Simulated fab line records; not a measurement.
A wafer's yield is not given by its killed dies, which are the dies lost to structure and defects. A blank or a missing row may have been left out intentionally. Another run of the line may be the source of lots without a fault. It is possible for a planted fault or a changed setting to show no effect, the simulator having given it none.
Which tool was responsible?    flow n5Finfet    24 lots, 72 wafers sampled, at 2 steps of a route of 1938

== WHAT THE GAUGES READ, wafer by wafer ==
N5_BEOL_M7_OVL_MEAS_29. Usual: V6_OVL 0.2 nm, standard deviation 0.58.
lot   measured      on          V6_OVL (nm)     flag
L074  day 8 20:21   overlay-01  1.2 0.3 0.3     
L075  day 9 05:33   overlay-02  0.4 0.3 0.6     
L076  day 9 21:16   overlay-01  1.0 0.7 0.6     
L080  day 10 18:25  overlay-01  0.0 0.3 1.1     
L077  day 10 20:08  overlay-01  -0.1 -0.5 0.2   
L078  day 10 20:18  overlay-02  0.2 -0.9 -1.2   
L079  day 10 20:51  overlay-01  0.7 0.4 0.4     
L082  day 10 20:53  overlay-02  0.0 -0.8 0.2    
L083  day 11 00:03  overlay-02  -0.1 0.1 0.0    
L081  day 11 06:49  overlay-01  0.3 -0.3 -0.3   
L084  day 12 00:41  overlay-01  0.5 0.0 0.8     
L085  day 12 06:17  overlay-01  -0.4 0.1 0.0    
L086  day 12 15:10  overlay-01  0.6 0.3 0.9     
L088  day 12 18:01  overlay-02  0.0 -0.8 0.1    
L087  day 13 01:16  overlay-01  0.6 0.0 0.3     
L089  day 13 13:22  overlay-02  0.5 -0.6 0.2    
L090  day 13 16:56  overlay-02  -0.2 0.8 0.2    
L091  day 13 21:05  overlay-01  -0.2 0.6 0.7    
L092  day 13 21:08  overlay-02  -0.4 -0.5 -1.0  
L093  day 14 01:01  overlay-01  1.4 1.3 0.4     
L094  day 14 14:41  overlay-01  0.9 -0.2 -1.1   
L095  day 14 20:14  overlay-01  0.4 0.6 0.2     
L096  day 15 05:01  overlay-02  0.2 -0.1 0.0    
L097  day 15 05:11  overlay-02  1.3 0.3 0.4     

== TOOL THAT RAN EACH LOT (tool first, then ch and the chambers of the sampled wafers, then the start) ==
lot   N5_BEOL_M7_ETCH_61
L074  rieDiel-05 ch 1,3, day 8 18:44
L075  rieDiel-01 ch 0,1, day 9 01:21
L076  rieDiel-05 ch 0,1,2, day 9 17:54
L080  rieDiel-05 ch 1,3, day 10 14:52
L077  rieDiel-05 ch 0,1,3, day 10 19:04
L078  rieDiel-06 ch 2,3, day 10 19:16
L079  rieDiel-05 ch 0,1,3, day 10 19:48
L082  rieDiel-06 ch 2,3, day 10 19:58
L083  rieDiel-05 ch 1,2, day 10 23:08
L081  rieDiel-06 ch 1,2, day 11 05:10
L084  rieDiel-05 ch 0,2,3, day 11 21:48
L085  rieDiel-05 ch 0,1,2, day 12 02:34
L086  rieDiel-05 ch 1,3, day 12 12:50
L088  rieDiel-05 ch 0,3, day 12 17:02
L087  rieDiel-01 ch 0,3, day 12 21:11
L089  rieDiel-06 ch 0,2,3, day 13 12:31
L090  rieDiel-01 ch 0,3, day 13 15:34
L091  rieDiel-05 ch 0,2,3, day 13 17:59
L092  rieDiel-01 ch 0,1,3, day 13 18:40
L093  rieDiel-06 ch 0,3, day 13 22:34
L094  rieDiel-06 ch 0,1,3, day 14 11:11
L095  rieDiel-05 ch 0,1,2, day 14 18:44
L096  rieDiel-01 ch 2,3, day 15 03:33
L097  rieDiel-01 ch 0,1,3, day 15 04:08
- N5_BEOL_M7_ETCH_61: etches SiARC in CF4, target depth 45.5 nm, time 75.8 s.

== AS READ BY THE TOOLS THEMSELVES (means over the sampled wafers that have a number; for cases with no such wafer, the mark the record gives instead) ==
N5_BEOL_M7_ETCH_61. Usual: drypumpMotorCurrentA is 5.9 A with standard deviation 0.36, etchRfOnTimeS is 76.6 s with standard deviation 1.3, mfcArSccm is 100.0 sccm with standard deviation 0.32, oesProductAu is 0.64 a.u. with standard deviation 0.066, rfVppV is 184.1 V with standard deviation 1.2, showerheadPlenumPTorr is 2.15 Torr with standard deviation 0.078, and throttleValvePct is 15.66 % with standard deviation 0.19.
lot   tool        drypumpMotorCurrentA (A)  etchRfOnTimeS (s)  mfcArSccm (sccm)  oesProductAu (a.u.)  rfVppV (V)  showerheadPlenumPTorr (Torr)  throttleValvePct (%)  flag
L074  rieDiel-05  6.0                       76.9               100.2             0.60                 183.8       2.10                          15.58                 
L075  rieDiel-01  6.0                       74.5               100.1             0.68                 185.7       2.24                          15.39                 
L076  rieDiel-05  5.7                       76.2               100.0             0.60                 183.6       2.09                          15.72                 
L080  rieDiel-05  5.9                       76.8               100.3             0.60                 183.6       2.16                          15.74                 
L077  rieDiel-05  5.8                       76.8               99.7              0.61                 184.2       2.11                          15.75                 
L078  rieDiel-06  6.3                       78.5               99.8              0.61                 183.7       2.14                          15.63                 
L079  rieDiel-05  5.8                       76.9               100.1             0.61                 182.5       2.11                          15.74                 
L082  rieDiel-06  6.4                       77.6               100.0             0.62                 183.9       2.14                          15.62                 
L083  rieDiel-05  5.9                       76.4               100.3             0.68                 182.4       2.09                          15.44                 
L081  rieDiel-06  6.0                       76.4               100.0             0.66                 184.1       2.16                          15.60                 
L084  rieDiel-05  5.6                       76.5               100.0             0.68                 184.2       2.15                          15.68                 
L085  rieDiel-05  5.7                       76.4               100.1             0.66                 183.3       2.09                          15.57                 
L086  rieDiel-05  5.9                       77.5               100.1             0.59                 183.9       2.16                          15.77                 
L088  rieDiel-05  5.7                       77.6               100.0             0.60                 185.7       2.16                          15.89                 
L087  rieDiel-01  5.7                       76.4               99.8              0.62                 185.1       2.22                          15.69                 
L089  rieDiel-06  5.9                       77.3               100.2             0.67                 184.6       2.19                          15.70                 
L090  rieDiel-01  5.6                       76.8               100.1             0.62                 184.9       2.22                          15.68                 
L091  rieDiel-05  5.7                       77.4               100.5             0.66                 184.5       2.14                          15.73                 
L092  rieDiel-01  5.8                       76.0               99.9              0.63                 184.8       2.22                          15.57                 
L093  rieDiel-06  5.8                       76.3               100.0             0.69                 184.0       2.20                          15.72                 
L094  rieDiel-06  5.7                       76.6               100.3             0.70                 184.6       2.20                          15.70                 
L095  rieDiel-05  5.7                       75.7               99.8              0.73                 184.8       2.17                          15.45                 
L096  rieDiel-01  6.1                       76.4               99.8              0.59                 184.0       2.08                          15.61                 
L097  rieDiel-01  5.8                       75.6               100.0             0.63                 185.6       2.21                          15.58                 

== THE ANSWER, worked out from the rows above alone ==
Rule: a lot is off if the mean of its wafers that have a number lies more than 3 standard deviations from the usual mean. A lot without any number at a reading at which 4 lots or more have one is off too. Where the step has rows for the other lots, those lots are counted as sound. Order of review: gauges by route order, followed by the tools' own readings, for which a lot's mean as printed above is used. At the first step where some lot is off, the reading lying furthest off is the one used; lots without a number count as furthest.
Across all readings shown, no lot is off: no conclusion can be drawn from this.

== WHAT THE SIMULATOR HAD INSERTED ==
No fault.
